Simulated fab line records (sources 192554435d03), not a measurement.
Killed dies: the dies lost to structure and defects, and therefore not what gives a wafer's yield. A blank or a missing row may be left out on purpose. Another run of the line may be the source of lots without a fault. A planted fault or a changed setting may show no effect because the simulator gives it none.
The tool behind it: which one?    flow n5_finfet    33 wafers from 11 lots sampled at 4 of the route's 1938 steps

== WHAT THE GAUGES READ, wafer by wafer ==
N5_BEOL_M14_OVL_MEAS_29. Usual: M14_OVL gives 4 nm (standard deviation 5.4).
lot   measured      on          M14_OVL (nm)  flag
L641  day 11 11:17  overlay-01  4 2 -2        
L642  day 11 20:36  overlay-02  9 2 1         
L644  day 12 21:02  overlay-01  5 2 2         
L647  day 13 15:08  overlay-01  10 2 10       
L652  day 13 15:31  overlay-02  3 4 10        
L649  day 13 15:52  overlay-01  8 10 4        
L646  day 13 16:43  overlay-02  6 8 8         
L657  day 15 12:39  overlay-01  -5 -7 5       
L660  day 16 07:25  overlay-02  4 4 4         
L659  day 16 10:11  overlay-02  -10 -2 -7     
L661  day 17 12:20  overlay-01  0 -7 5        

== WHICH TOOL RAN EACH LOT (tool, then ch and the chambers of the sampled wafers, then the start) ==
lot   N5_BEOL_M14_DESCUM_15               N5_BEOL_M14_STRIP_64                           N5_BEOL_M14_COAT_65
L641  rie_diel-06 ch 0,2,3, day 11 10:29  rie_diel-06 ch 0,2,3, day 11 10:57 or earlier  litho_track-05 ch 0, day 11 10:57
L642  rie_diel-05 ch 1,2, day 11 19:49    rie_diel-05 ch 1,2, day 11 20:17 or earlier    litho_track-01 ch 0, day 11 20:17
L644  rie_diel-02 ch 1,2,3, day 12 20:14  rie_diel-02 ch 1,2,3, day 12 20:43 or earlier  litho_track-01 ch 0, day 12 20:43
L647  rie_diel-05 ch 0,2,3, day 13 14:13  rie_diel-05 ch 0,2,3, day 13 14:41 or earlier  litho_track-01 ch 0, day 13 14:41
L652  rie_diel-05 ch 0,1, day 13 14:35    rie_diel-05 ch 0,1, day 13 15:04 or earlier    litho_track-05 ch 0, day 13 15:04
L649  rie_diel-05 ch 0,3, day 13 14:56    rie_diel-05 ch 0,3, day 13 15:25 or earlier    litho_track-01 ch 0, day 13 15:25
L646  rie_diel-02 ch 1,3, day 13 15:48    rie_diel-02 ch 1,3, day 13 16:17 or earlier    litho_track-01 ch 0, day 13 16:17
L657  rie_diel-02 ch 2,3, day 15 11:51    rie_diel-02 ch 2,3, day 15 12:20 or earlier    litho_track-05 ch 0, day 15 12:20
L660  rie_diel-06 ch 2,3, day 16 06:37    rie_diel-06 ch 2,3, day 16 07:05 or earlier    litho_track-05 ch 0, day 16 07:05
L659  rie_diel-05 ch 1,3, day 16 09:17    rie_diel-05 ch 1,3, day 16 09:45 or earlier    litho_track-05 ch 0, day 16 09:45
L661  rie_diel-02 ch 0,1,3, day 17 11:23  rie_diel-02 ch 0,1,3, day 17 11:52 or earlier  litho_track-01 ch 0, day 17 11:52
- N5_BEOL_M14_DESCUM_15: chemistry O2, time 7.9 s.
- N5_BEOL_M14_STRIP_64: strips in O2.
- N5_BEOL_M14_COAT_65: time 60 s, resist thk 450 nm.

== AS READ BY THE TOOLS THEMSELVES (means over the sampled wafers that have a number; for cases with no such wafer, the mark the record gives instead) ==
N5_BEOL_M14_DESCUM_15. Usual: bias_power_w 19.99 W, standard deviation 0.058; drypump_motor_current_A 5.8 A, standard deviation 0.39; oes_product_au 0.80 a.u., standard deviation 0.093; rf_vpp_V 242.7 V, standard deviation 1.4; showerhead_plenum_p_Torr 2.05 Torr, standard deviation 0.07; throttle_valve_pct 20.44 %, standard deviation 0.26.
lot   tool         bias_power_w (W)  drypump_motor_current_A (A)  oes_product_au (a.u.)  rf_vpp_V (V)  showerhead_plenum_p_Torr (Torr)  throttle_valve_pct (%)  flag
L641  rie_diel-06  20.01             6.0                          0.85                   242.3         2.03                             20.33                   
L642  rie_diel-05  19.96             5.8                          0.87                   243.3         2.09                             20.33                   
L644  rie_diel-02  20.00             5.7                          0.69                   242.3         2.04                             20.79                   
L647  rie_diel-05  19.95             5.8                          0.87                   242.5         2.06                             20.29                   
L652  rie_diel-05  19.96             5.5                          0.82                   242.4         2.01                             20.26                   
L649  rie_diel-05  20.00             5.7                          0.91                   242.6         2.03                             20.19                   
L646  rie_diel-02  19.99             5.4                          0.68                   240.8         1.97                             20.62                   
L657  rie_diel-02  19.95             6.1                          0.89                   244.7         2.20                             20.73                   
L660  rie_diel-06  19.99             6.1                          0.75                   242.2         2.00                             20.48                   
L659  rie_diel-05  19.98             5.3                          0.85                   242.2         2.03                             20.20                   
L661  rie_diel-02  19.98             5.7                          0.91                   246.3         2.23                             20.34                   

N5_BEOL_M14_STRIP_64. Usual: drypump_motor_current_A 5.8 A, standard deviation 0.39; oes_product_au 0.80 a.u., standard deviation 0.093; rf_vpp_V 3.7 V, standard deviation 0.46; showerhead_plenum_p_Torr 2.06 Torr, standard deviation 0.07; throttle_valve_pct 16.68 %, standard deviation 0.27.
lot   tool         drypump_motor_current_A (A)  oes_product_au (a.u.)  rf_vpp_V (V)  showerhead_plenum_p_Torr (Torr)  throttle_valve_pct (%)  flag
L641  rie_diel-06  6.0                          0.84                   3.7           2.04                             16.56                   
L642  rie_diel-05  5.8                          0.88                   4.3           2.10                             16.55                   
L644  rie_diel-02  5.8                          0.70                   3.5           2.04                             17.06                   
L647  rie_diel-05  5.8                          0.87                   3.8           2.06                             16.51                   
L652  rie_diel-05  5.5                          0.82                   3.8           2.02                             16.51                   
L649  rie_diel-05  5.7                          0.91                   3.4           2.04                             16.40                   
L646  rie_diel-02  5.4                          0.69                   3.8           1.98                             16.90                   
L657  rie_diel-02  6.1                          0.88                   3.7           2.21                             16.95                   
L660  rie_diel-06  6.1                          0.76                   3.8           2.01                             16.71                   
L659  rie_diel-05  5.3                          0.86                   3.9           2.03                             16.45                   
L661  rie_diel-02  5.7                          0.92                   3.9           2.23                             16.55                   

N5_BEOL_M14_COAT_65. Usual: heater_power_total_W 500.5 W, standard deviation 1.8; plate_temp_C 250.02 C, standard deviation 0.17.
lot   tool            heater_power_total_W (W)  plate_temp_C (C)  flag
L641  litho_track-05  500.9                     250.09            
L642  litho_track-01  500.2                     250.11            
L644  litho_track-01  500.0                     250.22            
L647  litho_track-01  861.6                     272.52            OFF
L652  litho_track-05  501.7                     250.25            
L649  litho_track-01  862.4                     272.46            OFF
L646  litho_track-01  863.1                     272.47            OFF
L657  litho_track-05  501.4                     249.87            
L660  litho_track-05  502.0                     250.15            
L659  litho_track-05  499.8                     249.83            
L661  litho_track-01  500.2                     249.99            

== THE ANSWER, worked out from the rows above alone ==
Rule: lot off if the mean of its wafers having a number is beyond 3 standard deviations from the usual mean. Also off: a lot with no number at a reading for which 4 or more lots have one. All remaining lots with rows at the step are treated as sound. First the gauges in route order, then the tools' own readings, where a lot's mean is used as printed above. At the first step where some lot is off, the reading lying furthest off is the one used; lots without a number count as furthest.
Off at N5_BEOL_M14_COAT_65 (heater_power_total_W): L647, L649, L646.
A tool fits if, at that step or a process step before it, it ran every lot that is off, and no sound lot after the first of them. N5_BEOL_M14_STRIP_64: start missing for some lots; hours and lot order therefore follow N5_BEOL_M14_COAT_65. Of those tried, none fits.

== WHAT HAD BEEN PUT IN BY THE SIMULATOR ==
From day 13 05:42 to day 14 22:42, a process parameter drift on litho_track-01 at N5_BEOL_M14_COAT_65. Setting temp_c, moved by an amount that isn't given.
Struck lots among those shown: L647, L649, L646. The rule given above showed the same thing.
